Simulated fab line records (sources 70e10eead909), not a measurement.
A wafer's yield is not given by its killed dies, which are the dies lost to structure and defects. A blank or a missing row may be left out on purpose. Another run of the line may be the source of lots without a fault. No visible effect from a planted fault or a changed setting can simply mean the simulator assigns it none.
fab line records	flow nandHarc
[record] lots = 24	wafers = 72	lastDay = 25
route steps=1159 shown P_ZERO_WELL@17 P_M0@283 P_M1@301 P_M2@341
lots untouched by any fault: they come from a run of this same line in which no faults occurred
startH: the number of hours between the record's first day and the start of the first shown wafer of the lot	waitH: how many hours have passed since the lot's step before this one	" identical to the entry in the row above	L1.1+2: several wafers, shown together as one row	- no value, or no start given	* or withheld: withheld	< > ~ a bound
route shown NAME@n: names a module that has steps shown in the file, with the first one's number in the route	usual: mean and standard deviation over wafers with no fault	same: alike in all rows	chamber/n: place in a boat	sites: readings site by site	_std_site: the values' standard deviation	_edge_site: the outer-site mean with the inner-site mean subtracted	radiusMm: for every site, how far away it sits from the centre of the wafer	mask NAME#n: copy n	behind: the most recent tool/chamber to have shaped the wafer	hold: reason for holding the lot/hours on hold/outcome of the hold	device: which transistor (n, p or np) failed to switch	end of line: the tests these same wafers got at the end of their route	a step without rows: its recipe alone	killed: the dies lost at the first sort to structure and to defects; this is not the yield of the wafer	map: dies across one wafer; x = killed, . = not, _ = none there
set.NAME: setting as actually run; set.NAME@STEP: the setting as run at that earlier step	model.NAME: the simulator's own value behind a step, which no gauge read
steps of the route over a sample of lots; a table a step, a row a wafer
services: from which hour (startH, from the record's first day; less than 0 if before it) a tool's chamber was out of use, for how many hours, and why
[[steps]]
[step NHARC_P_ZERO_WELL_ETCH_65]
[recipe] targetDepthA = 800	overetchA = 240	timeS = 87.88	ionEnergyEv = 200	n2FlowSccm = 150	h2FlowSccm = 150	arFlowSccm = 0	rfW = 400	biasW = 150	chemistry = N2/H2
[usual] chamberPressureMTorr = 30.000/0.026	drypumpMotorCurrentA = 5.7/0.52	h2FlowSccm = 150.0/0.44	oesProductAu = 1.002/0.013	rfVppV = 430/3.2	showerheadPlenumPTorr = 2.01/0.11	throttleValvePct = 14.171/0.0088
lot.wafer	tool	chamber	startH	waitH	chamberPressureMTorr	drypumpMotorCurrentA	h2FlowSccm	oesProductAu	rfHoursCounterH	rfVppV	showerheadPlenumPTorr	throttleValvePct
L074.3	rieDiel-01	3	13.48	0.1	29.991	5.1	150.4	1.025	2.9	432	2.11	14.163
L074.2	"	0	"	"	29.968	5.9	149.5	1.004	3.3	426	1.90	14.167
L074.1	"	1	"	"	30.003	5.7	150.4	1.026	3.0	427	1.92	14.165
L075.1	rieDiel-01	3	19.59	0.1	29.974	5.1	150.3	1.027	3.4	433	2.11	14.174
L075.2	"	0	"	"	30.009	5.9	149.5	0.994	3.7	426	1.90	14.174
L075.3	"	1	"	"	29.966	5.7	150.0	1.025	3.4	426	1.92	14.175
L076.1	rieDiel-09	2	25.59	0.1	29.967	5.3	150.5	0.995	7.6	427	1.92	14.181
L076.4	"	3	"	"	30.010	5.3	149.8	0.999	7.5	436	2.19	14.162
L076.6	"	2	"	"	29.991	5.3	150.1	0.996	-	427	1.92	14.172
L077.3	rieDiel-01	3	31.49	0.1	30.024	5.1	150.3	1.031	4.0	433	2.11	14.147
L077.1	"	1	"	"	29.984	5.7	151.0	1.005	4.3	428	1.92	14.172
L077.6	"	2	"	"	30.018	6.6	150.6	0.991	-	429	1.97	14.173
L078.3	rieDiel-01	0	37.36	0.1	29.962	5.9	150.2	0.981	4.4	426	1.90	14.165
L078.1	"	1	"	"	29.986	5.7	150.5	0.995	4.5	429	1.92	14.179
L078.6	"	3	"	"	30.029	5.1	149.8	1.020	-	431	2.11	14.166
L079.2	rieDiel-01	2	43.50	0.1	29.958	6.6	150.2	1.001	4.3	428	1.97	14.187
L079.1	"	0	"	"	30.034	5.9	150.5	0.990	4.5	428	1.90	14.185
L079.6	"	2	"	"	30.030	6.6	149.5	1.007	-	429	1.97	14.161
L080.1	rieDiel-01	3	49.49	0.1	29.989	5.1	150.7	1.025	5.0	433	2.11	14.187
L080.3	"	0	"	"	29.993	5.9	150.0	0.978	5.0	427	1.90	14.183
L080.4	"	1	"	"	29.991	5.7	150.0	1.012	5.0	429	1.92	14.173
L081.3	rieDiel-09	2	55.37	0.1	29.995	5.3	150.2	0.985	10.2	428	1.92	14.168
L081.4	"	3	"	"	29.996	5.4	149.3	0.997	10.1	434	2.19	14.159
L081.2	"	1	"	"	30.018	5.1	150.1	0.989	11.1	432	2.06	14.170
L082.1	rieDiel-01	0	61.48	0.1	29.985	5.9	150.6	0.990	5.2	427	1.90	14.182
L082.3	"	2	"	"	29.991	6.5	149.7	0.994	5.3	429	1.97	14.166
L082.5	"	0	"	"	30.006	5.9	150.6	1.003	-	426	1.90	14.158
L083.4	rieDiel-07	1	67.48	0.1	30.013	5.7	150.3	0.992	0.5	429	2.01	14.168
L083.1	"	2	"	"	30.001	5.1	150.0	1.003	0.3	434	2.18	14.176
L083.3	"	3	"	"	30.012	6.6	149.1	1.012	0.4	424	1.90	14.164
L084.4	rieDiel-07	1	73.48	0.1	29.988	5.7	149.6	0.997	0.6	428	2.01	14.181
L084.3	"	2	"	"	30.002	5.1	149.4	1.003	0.4	434	2.18	14.177
L084.2	"	3	"	"	30.039	6.6	149.7	1.017	0.5	426	1.90	14.167
L085.3	rieDiel-07	2	79.37	0.1	30.005	5.2	150.9	1.001	0.9	433	2.18	14.176
L085.4	"	0	"	"	29.971	5.6	149.8	0.993	1.4	435	2.19	14.169
L085.1	"	1	"	"	29.965	5.6	149.9	0.995	1.3	429	2.01	14.168
L086.4	rieDiel-07	1	85.64	0.1	30.027	5.7	150.2	0.993	1.6	430	2.01	14.181
L086.3	"	2	"	"	29.994	5.1	150.7	1.003	1.1	435	2.18	14.172
L086.6	"	3	"	"	30.024	6.6	150.3	1.000	-	426	1.90	14.176
L087.4	rieDiel-01	3	91.52	0.1	30.042	5.1	150.1	1.020	7.6	432	2.11	14.172
L087.6	"	0	"	"	30.004	5.9	150.5	0.982	-	427	1.90	14.161
L087.5	"	1	"	"	30.016	5.7	150.6	1.016	-	427	1.92	14.175
L088.1	rieDiel-01	0	97.64	0.1	29.977	5.9	150.0	0.994	8.0	427	1.90	14.162
L088.4	"	1	"	"	29.996	5.7	149.5	1.012	8.4	426	1.92	14.165
L088.2	"	2	"	"	29.988	6.6	150.0	0.999	8.8	429	1.97	14.168
L089.3	rieDiel-09	1	103.51	0.1	30.003	5.1	150.5	1.011	2.0	432	2.06	14.192
L089.5	"	2	"	"	29.986	5.3	150.3	1.010	-	427	1.92	14.164
L089.6	"	3	"	"	29.969	5.3	150.5	0.987	-	434	2.19	14.154
L090.2	rieDiel-07	0	109.37	0.1	29.965	5.6	150.4	1.004	2.7	434	2.18	14.176
L090.6	"	0	"	"	29.986	5.6	150.2	1.003	-	435	2.18	14.175
L090.5	"	1	"	"	30.002	5.6	150.2	1.005	-	429	2.01	14.177
L091.2	rieDiel-07	0	115.69	0.1	30.018	5.6	149.8	1.000	2.7	434	2.18	14.165
L091.4	"	2	"	"	29.975	5.1	150.3	1.008	1.8	434	2.18	14.164
L091.3	"	3	"	"	30.018	6.6	149.9	1.011	2.0	426	1.90	14.160
L092.2	rieDiel-01	3	121.50	0.1	29.984	5.0	149.6	1.032	9.2	434	2.11	14.171
L092.6	"	0	"	"	30.033	5.9	149.8	0.996	-	427	1.90	14.175
L092.5	"	1	"	"	29.954	5.7	149.9	1.024	-	428	1.92	14.186
L093.2	rieDiel-01	2	127.61	0.1	30.056	6.5	150.2	0.992	10.1	428	1.97	14.157
L093.3	"	0	"	"	30.046	5.9	150.0	0.991	9.2	424	1.90	14.171
L093.6	"	1	"	"	30.003	5.7	150.5	1.011	-	428	1.92	14.171
L094.3	rieDiel-09	0	133.48	0.1	29.988	5.1	150.0	0.994	3.7	427	1.91	14.190
L094.2	"	1	"	"	29.980	5.1	149.1	0.996	4.1	431	2.06	14.163
L094.5	"	0	"	"	30.005	5.1	149.9	0.995	-	429	1.91	14.174
L095.1	rieDiel-07	2	139.62	0.1	30.024	5.1	150.4	1.011	4.2	433	2.18	14.154
L095.4	"	3	"	"	29.992	6.6	150.0	1.008	4.1	426	1.90	14.171
L095.2	"	0	"	"	29.986	5.6	149.9	1.002	5.3	435	2.18	14.144
L096.4	rieDiel-09	3	145.54	0.1	29.967	5.3	150.1	0.985	5.5	435	2.19	14.166
L096.6	"	2	"	"	30.017	5.3	149.2	1.004	-	427	1.92	14.169
L096.5	"	3	"	"	29.977	5.4	150.3	0.979	-	434	2.19	14.173
L097.2	rieDiel-01	0	151.36	0.1	30.061	5.9	150.2	0.991	0.6	429	1.90	14.171
L097.1	"	2	"	"	30.008	6.5	150.2	0.982	0.5	430	1.96	14.156
L097.5	"	0	"	"	30.037	5.9	150.1	0.992	-	427	1.90	14.175
[step NHARC_P_M0_PRE_CLEAN_31]
[recipe] timeS = 12	tempC = 370	rfPowerW = 300	gas = NH3
[usual] heaterPowerW = 647/70
lot.wafer	tool	chamber	startH	waitH	heaterPowerW
L075.1	pecvd-03	1	127.19	0.1	678
L075.2	"	2	"	"	728
L075.3	"	2	"	"	726
L074.1	pecvd-03	1	127.84	0.1	671
L074.2	"	2	"	"	681
L074.3	"	2	"	"	702
L077.1	pecvd-04	0	131.02	0.1	471
L077.3	"	1	"	"	582
L077.6	"	1	"	"	590
L076.1	pecvd-03	1	136.16	0.4	688
L076.6	"	2	"	"	670
L076.4	"	0	"	"	613
L078.3	pecvd-04	0	141.87	0.1	529
L078.1	"	1	"	"	647
L078.6	"	2	"	"	721
L079.2	pecvd-04	2	142.41	0.1	696
L079.1	"	1	"	"	594
L079.6	"	1	"	"	600
L082.1	pecvd-04	0	164.14	0.1	503
L082.3	"	1	"	"	542
L082.5	"	0	"	"	505
L081.3	pecvd-04	1	164.63	0.1	549
L081.2	"	0	"	"	506
L081.4	"	1	"	"	561
L080.3	pecvd-04	0	165.20	0.1	526
L080.1	"	1	"	"	651
L080.4	"	0	"	"	533
L083.1	pecvd-03	0	173.29	0.1	644
L083.3	"	2	"	"	699
L083.4	"	1	"	"	641
L084.3	pecvd-03	0	182.42	0.1	629
L084.2	"	1	"	"	698
L084.4	"	2	"	"	696
L086.3	pecvd-03	0	193.49	0.1	707
L086.4	"	1	"	"	717
L086.6	"	0	"	"	683
L085.3	pecvd-03	2	194.19	0.1	670
L085.1	"	0	"	"	692
L085.4	"	0	"	"	690
L089.3	pecvd-01	2	196.43	0.1	713
L089.6	"	0	"	"	557
L089.5	"	2	"	"	701
L087.5	pecvd-03	2	199.30	0.4	735
L087.6	"	0	"	"	602
L087.4	"	1	"	"	629
L088.2	pecvd-03	2	205.05	0.2	736
L088.1	"	0	"	"	654
L088.4	"	0	"	"	655
L090.2	pecvd-04	2	220.83	0.1	722
L090.6	"	1	"	"	632
L090.5	"	0	"	"	464
L091.2	pecvd-01	0	221.11	0.1	655
L091.3	"	1	"	"	693
L091.4	"	2	"	"	619
L092.2	pecvd-03	1	226.65	0.1	650
L092.6	"	2	"	"	714
L092.5	"	1	"	"	653
L093.3	pecvd-01	2	231.72	0.1	629
L093.2	"	0	"	"	654
L093.6	"	1	"	"	790
L094.3	pecvd-03	2	233.63	0.1	697
L094.2	"	0	"	"	621
L094.5	"	0	"	"	643
L095.1	pecvd-03	2	242.69	0.1	718
L095.2	"	0	"	"	655
L095.4	"	1	"	"	716
L096.4	pecvd-04	1	248.97	1.4	638
L096.6	"	2	"	"	684
L096.5	"	0	"	"	565
L097.1	pecvd-04	1	256.05	0.2	629
L097.2	"	2	"	"	690
L097.5	"	1	"	"	638
[step NHARC_P_M0_DEP_32]
[recipe] targetThkA = 300	tempC = 370	targetThkNm = 30	pressureTorr = 3	flowSccm = 200	rfW = 450	material = SiCN
[usual] chamberPressureTorr = 3.000/0.0072	heaterPowerW = 597/74
lot.wafer	tool	chamber	startH	waitH	chamberPressureTorr	heaterPowerW
L075.1	pecvd-03	1	127.31	0.1	2.999	615
L075.2	"	2	"	"	2.992	578
L075.3	"	2	"	"	2.992	577
L074.1	pecvd-03	1	127.96	0.1	3.004	584
L074.2	"	2	"	"	3.001	684
L074.3	"	2	"	"	2.993	548
L077.1	pecvd-04	0	131.13	0.1	2.992	393
L077.3	"	1	"	"	3.004	515
L077.6	"	1	"	"	3.002	503
L076.1	pecvd-03	1	136.24	0.1	2.993	667
L076.6	"	2	"	"	3.000	660
L076.4	"	0	"	"	2.999	594
L078.3	pecvd-04	0	141.98	0.1	3.011	480
L078.1	"	1	"	"	2.998	540
L078.6	"	2	"	"	3.006	702
L079.2	pecvd-04	2	142.48	0.1	3.002	709
L079.1	"	1	"	"	3.002	588
L079.6	"	1	"	"	2.998	570
L082.1	pecvd-04	0	164.22	0.1	2.996	476
L082.3	"	1	"	"	2.996	512
L082.5	"	0	"	"	2.995	484
L081.3	pecvd-04	1	164.71	0.1	2.998	475
L081.2	"	0	"	"	2.999	471
L081.4	"	1	"	"	3.000	479
L080.3	pecvd-04	0	165.28	0.1	3.002	422
L080.1	"	1	"	"	3.005	475
L080.4	"	0	"	"	2.992	423
L083.1	pecvd-03	0	173.37	0.1	2.997	622
L083.3	"	2	"	"	2.982	611
L083.4	"	1	"	"	2.996	654
L084.3	pecvd-03	0	182.50	0.1	2.998	573
L084.2	"	1	"	"	3.005	668
L084.4	"	2	"	"	2.999	650
L086.3	pecvd-03	0	193.63	0.1	2.984	630
L086.4	"	1	"	"	2.979	596
L086.6	"	0	"	"	2.998	626
L085.3	pecvd-03	2	194.27	0.1	3.001	551
L085.1	"	0	"	"	2.996	640
L085.4	"	0	"	"	3.007	640
L089.3	pecvd-01	2	196.57	0.1	3.009	622
L089.6	"	0	"	"	2.994	577
L089.5	"	2	"	"	3.012	615
L087.5	pecvd-03	2	199.47	0.2	2.984	608
L087.6	"	0	"	"	2.994	582
L087.4	"	1	"	"	2.999	627
L088.2	pecvd-03	2	205.13	0.1	2.998	664
L088.1	"	0	"	"	2.993	611
L088.4	"	0	"	"	2.996	619
L090.2	pecvd-04	2	220.94	0.1	2.992	717
L090.6	"	1	"	"	3.004	486
L090.5	"	0	"	"	3.017	503
L091.2	pecvd-01	0	221.19	0.1	2.993	611
L091.3	"	1	"	"	3.000	657
L091.4	"	2	"	"	2.997	647
L092.2	pecvd-03	1	226.79	0.1	3.005	659
L092.6	"	2	"	"	2.993	601
L092.5	"	1	"	"	3.002	628
L093.3	pecvd-01	2	231.83	0.1	3.002	594
L093.2	"	0	"	"	2.987	534
L093.6	"	1	"	"	3.005	714
L094.3	pecvd-03	2	233.74	0.1	3.001	688
L094.2	"	0	"	"	3.000	638
L094.5	"	0	"	"	2.989	636
L095.1	pecvd-03	2	242.80	0.1	3.000	651
L095.2	"	0	"	"	3.007	625
L095.4	"	1	"	"	3.006	630
L096.4	pecvd-04	1	249.14	0.2	3.002	568
L096.6	"	2	"	"	2.997	690
L096.5	"	0	"	"	3.005	500
L097.1	pecvd-04	1	256.16	0.1	2.996	588
L097.2	"	2	"	"	3.009	575
L097.5	"	1	"	"	3.002	574
[step NHARC_P_M1_CD_MEAS_16]
[usual] cdNm = 130.0/0.81
lot.wafer	tool	chamber	startH	waitH	cdNm
L075.1	cdSem-03	-	129.05	-	130.0
L075.2	"	-	"	"	128.9
L075.3	"	-	"	"	129.1
L074.1	cdSem-03	-	129.70	-	128.8
L074.2	"	-	"	"	128.7
L074.3	"	-	"	"	128.3
L077.1	cdSem-01	-	132.75	-	128.1
L077.3	"	-	"	"	129.5
L077.6	"	-	"	"	128.4
L076.1	cdSem-01	-	137.96	-	130.7
L076.4	"	-	"	"	129.7
L076.6	"	-	"	"	130.2
L078.1	cdSem-01	-	143.54	-	130.9
L078.3	"	-	"	"	130.7
L078.6	"	-	"	"	130.1
L079.1	cdSem-03	-	144.16	-	129.8
L079.2	"	-	"	"	130.1
L079.6	"	-	"	"	129.2
L082.1	cdSem-03	-	165.96	-	130.5
L082.3	"	-	"	"	130.0
L082.5	"	-	"	"	130.8
L081.2	cdSem-03	-	166.45	-	131.5
L081.3	"	-	"	"	130.8
L081.4	"	-	"	"	130.5
L080.1	cdSem-03	-	167.03	-	129.8
L080.3	"	-	"	"	130.3
L080.4	"	-	"	"	130.9
L083.1	cdSem-03	-	175.21	-	129.4
L083.3	"	-	"	"	130.0
L083.4	"	-	"	"	130.8
L084.2	cdSem-01	-	184.13	-	130.6
L084.3	"	-	"	"	130.7
L084.4	"	-	"	"	130.0
L086.3	cdSem-03	-	195.38	-	130.6
L086.4	"	-	"	"	130.7
L086.6	"	-	"	"	128.7
L085.1	cdSem-03	-	196.00	-	130.8
L085.3	"	-	"	"	130.5
L085.4	"	-	"	"	130.0
L089.3	cdSem-01	-	198.23	-	130.0
L089.5	"	-	"	"	131.5
L089.6	"	-	"	"	130.5
L087.4	cdSem-01	-	200.99	-	130.4
L087.5	"	-	"	"	131.0
L087.6	"	-	"	"	130.2
L088.1	cdSem-01	-	206.75	-	130.7
L088.2	"	-	"	"	129.2
L088.4	"	-	"	"	130.8
L090.2	cdSem-02	-	222.50	-	131.1
L090.5	"	-	"	"	129.6
L090.6	"	-	"	"	129.8
L091.2	cdSem-01	-	222.95	-	130.4
L091.3	"	-	"	"	131.0
L091.4	"	-	"	"	130.3
L092.2	cdSem-03	-	228.48	-	129.8
L092.5	"	-	"	"	129.6
L092.6	"	-	"	"	130.2
L093.2	cdSem-01	-	233.49	-	130.5
L093.3	"	-	"	"	130.7
L093.6	"	-	"	"	130.5
L094.2	cdSem-03	-	235.46	-	131.0
L094.3	"	-	"	"	130.5
L094.5	"	-	"	"	130.6
L095.1	cdSem-01	-	244.47	-	130.8
L095.2	"	-	"	"	131.1
L095.4	"	-	"	"	130.2
L096.4	cdSem-03	-	250.76	-	128.4
L096.5	"	-	"	"	130.4
L096.6	"	-	"	"	128.3
L097.1	cdSem-01	-	257.83	-	128.8
L097.2	"	-	"	"	128.2
L097.5	"	-	"	"	129.1
[step NHARC_P_M1_DEP_33]
[recipe] targetThkA = 300	tempC = 370	targetThkNm = 30	pressureTorr = 3	flowSccm = 200	rfW = 450	material = SiCN
[usual] chamberPressureTorr = 3.001/0.0065	heaterPowerW = 597/69
lot.wafer	tool	chamber	startH	waitH	chamberPressureTorr	heaterPowerW
L075.2	pecvd-03	1	131.52	0.1	2.996	620
L075.1	"	2	"	"	2.990	659
L075.3	"	2	"	"	3.003	649
L074.1	pecvd-04	2	132.11	0.1	3.006	704
L074.3	"	0	"	"	3.016	439
L074.2	"	1	"	"	3.008	520
L077.3	pecvd-03	0	135.17	0.1	3.001	631
L077.1	"	2	"	"	2.992	554
L077.6	"	1	"	"	3.002	647
L076.1	pecvd-04	2	140.43	0.1	2.998	699
L076.4	"	2	"	"	3.003	697
L076.6	"	0	"	"	3.001	482
L078.3	pecvd-03	1	146.04	0.1	3.012	622
L078.1	"	2	"	"	3.002	627
L078.6	"	0	"	"	2.998	554
L079.2	pecvd-03	2	146.58	0.1	3.005	631
L079.1	"	0	"	"	3.011	587
L079.6	"	0	"	"	3.011	595
L082.1	pecvd-04	2	168.45	0.1	2.990	632
L082.3	"	0	"	"	3.004	445
L082.5	"	0	"	"	2.999	460
L081.2	pecvd-01	0	168.89	0.1	3.001	527
L081.3	"	1	"	"	3.001	721
L081.4	"	2	"	"	2.986	648
L080.3	pecvd-01	2	169.46	0.1	3.005	618
L080.1	"	1	"	"	3.002	723
L080.4	"	0	"	"	3.008	526
L083.3	pecvd-04	2	177.65	0.1	3.006	687
L083.1	"	1	"	"	3.001	535
L083.4	"	2	"	"	2.999	701
L084.3	pecvd-01	0	186.60	0.1	2.993	619
L084.2	"	1	"	"	3.005	652
L084.4	"	1	"	"	3.003	643
L086.3	pecvd-01	1	197.97	0.1	3.011	731
L086.4	"	0	"	"	3.006	603
L086.6	"	1	"	"	3.001	728
L085.3	pecvd-01	0	198.59	0.1	2.998	596
L085.1	"	1	"	"	2.998	604
L085.4	"	1	"	"	3.001	596
L089.3	pecvd-01	2	200.68	0.1	3.005	613
L089.5	"	2	"	"	3.002	622
L089.6	"	0	"	"	3.005	588
L087.5	pecvd-03	1	203.86	0.2	3.011	611
L087.6	"	2	"	"	3.005	625
L087.4	"	0	"	"	2.994	542
L088.1	pecvd-04	0	209.68	0.1	2.994	505
L088.2	"	1	"	"	3.012	529
L088.4	"	0	"	"	2.996	518
L090.2	pecvd-03	0	224.92	0.1	2.991	598
L090.6	"	0	"	"	2.992	599
L090.5	"	1	"	"	3.000	627
L091.2	pecvd-04	2	225.37	0.1	3.012	562
L091.3	"	1	"	"	2.994	533
L091.4	"	1	"	"	2.993	545
L092.2	pecvd-04	1	231.63	0.1	2.994	540
L092.6	"	1	"	"	3.000	542
L092.5	"	0	"	"	2.999	491
L093.3	pecvd-04	1	236.10	0.1	2.998	580
L093.2	"	0	"	"	3.006	445
L093.6	"	2	"	"	2.998	672
L094.2	pecvd-04	1	237.90	0.1	2.999	539
L094.3	"	0	"	"	3.006	488
L094.5	"	1	"	"	2.995	525
L095.1	pecvd-03	0	248.75	0.1	2.995	631
L095.2	"	1	"	"	2.994	603
L095.4	"	0	"	"	2.996	635
L096.6	pecvd-03	2	253.31	0.2	3.008	675
L096.5	"	0	"	"	2.996	640
L096.4	"	1	"	"	2.988	642
L097.2	pecvd-03	0	260.43	0.1	3.013	574
L097.1	"	1	"	"	3.006	646
L097.5	"	1	"	"	2.995	649
[step NHARC_P_M2_PVD_21]
[recipe] targetThkA = 300	chamberPressurePa = 5	powerW = 5000	substrateTempC = 30	timeS = 20.49	material = Cu
[usual] throttleValvePct = 30.3/1.1
lot.wafer	tool	chamber	startH	waitH	throttleValvePct
L075.1	pvdSputter-03	-	-	-	29.1
L075.2	"	-	"	"	29.0
L075.3	"	-	"	"	31.4
L074.2	pvdSputter-02	-	-	-	30.1
L074.1	"	-	"	"	29.7
L074.3	"	-	"	"	30.2
L077.3	pvdSputter-03	-	-	-	31.3
L077.1	"	-	"	"	29.3
L077.6	"	-	"	"	31.3
L076.4	pvdSputter-01	-	-	-	30.0
L076.1	"	-	"	"	30.2
L076.6	"	-	"	"	32.0
L078.3	pvdSputter-02	-	-	-	28.0
L078.1	"	-	"	"	29.7
L078.6	"	-	"	"	30.0
L079.1	pvdSputter-03	-	-	-	31.1
L079.2	"	-	"	"	29.4
L079.6	"	-	"	"	29.3
L082.1	pvdSputter-03	-	-	-	31.6
L082.3	"	-	"	"	29.3
L082.5	"	-	"	"	31.2
L081.2	pvdSputter-03	-	-	-	31.0
L081.4	"	-	"	"	29.1
L081.3	"	-	"	"	29.3
L080.4	pvdSputter-02	-	-	-	29.9
L080.1	"	-	"	"	30.2
L080.3	"	-	"	"	28.1
L083.3	pvdSputter-01	-	-	-	32.0
L083.4	"	-	"	"	30.8
L083.1	"	-	"	"	29.3
L084.3	pvdSputter-02	-	-	-	28.0
L084.2	"	-	"	"	29.9
L084.4	"	-	"	"	30.2
L086.3	pvdSputter-02	-	-	-	30.2
L086.4	"	-	"	"	28.4
L086.6	"	-	"	"	30.3
L085.1	pvdSputter-03	-	-	-	29.3
L085.4	"	-	"	"	31.6
L085.3	"	-	"	"	28.8
L089.3	pvdSputter-02	-	-	-	30.5
L089.5	"	-	"	"	29.9
L089.6	"	-	"	"	30.4
L087.4	pvdSputter-03	-	-	-	29.0
L087.6	"	-	"	"	31.6
L087.5	"	-	"	"	31.5
L088.4	pvdSputter-01	-	-	-	31.0
L088.2	"	-	"	"	30.4
L088.1	"	-	"	"	29.2
L090.2	pvdSputter-03	-	-	-	31.7
L090.6	"	-	"	"	31.4
L090.5	"	-	"	"	31.4
L091.2	pvdSputter-02	-	-	-	29.7
L091.4	"	-	"	"	30.0
L091.3	"	-	"	"	29.0
L092.2	pvdSputter-03	-	-	-	29.6
L092.6	"	-	"	"	29.5
L092.5	"	-	"	"	31.6
L093.3	pvdSputter-03	-	-	-	31.7
L093.2	"	-	"	"	31.0
L093.6	"	-	"	"	31.2
L094.3	pvdSputter-01	-	-	-	32.2
L094.2	"	-	"	"	29.0
L094.5	"	-	"	"	30.8
L095.4	pvdSputter-03	-	-	-	31.2
L095.1	"	-	"	"	29.0
L095.2	"	-	"	"	29.7
L096.4	pvdSputter-03	-	-	-	29.0
L096.5	"	-	"	"	31.1
L096.6	"	-	"	"	29.1
L097.1	pvdSputter-02	-	-	-	30.6
L097.2	"	-	"	"	29.6
L097.5	"	-	"	"	30.5
[[services]]
tool	chamber	startH	hours	kind
rieDiel-01	-	-5.59	0.3	repair
pecvd-04	-	-2.06	0.7	repair
pecvd-01	0	1.37	4.6	repair
pecvd-04	-	14.51	13.0	pm
pecvd-03	1	18.93	1.8	repair
pecvd-03	0	30.53	3.3	repair
pecvd-04	1	37.95	11.0	repair
pecvd-01	-	56.00	13.0	pm
pvdSputter-03	-	62.58	2.5	repair
pecvd-01	2	91.54	17.5	repair
pvdSputter-03	-	102.00	10.0	pm
pecvd-01	-	102.30	0.4	repair
pecvd-03	-	111.00	13.0	pm
pecvd-01	1	111.97	5.0	repair
rieDiel-01	-	137.87	9.0	pm
pvdSputter-03	-	152.33	5.0	repair
pecvd-04	-	161.75	0.4	repair
pecvd-01	-	162.00	1.1	repair
rieDiel-01	1	171.68	6.1	repair
pecvd-04	-	195.70	13.0	pm
rieDiel-01	2	198.52	5.2	repair
pecvd-01	2	206.82	3.9	repair
pecvd-03	-	230.20	2.3	repair
pecvd-03	2	253.54	20.1	repair
[[key]]
fault none
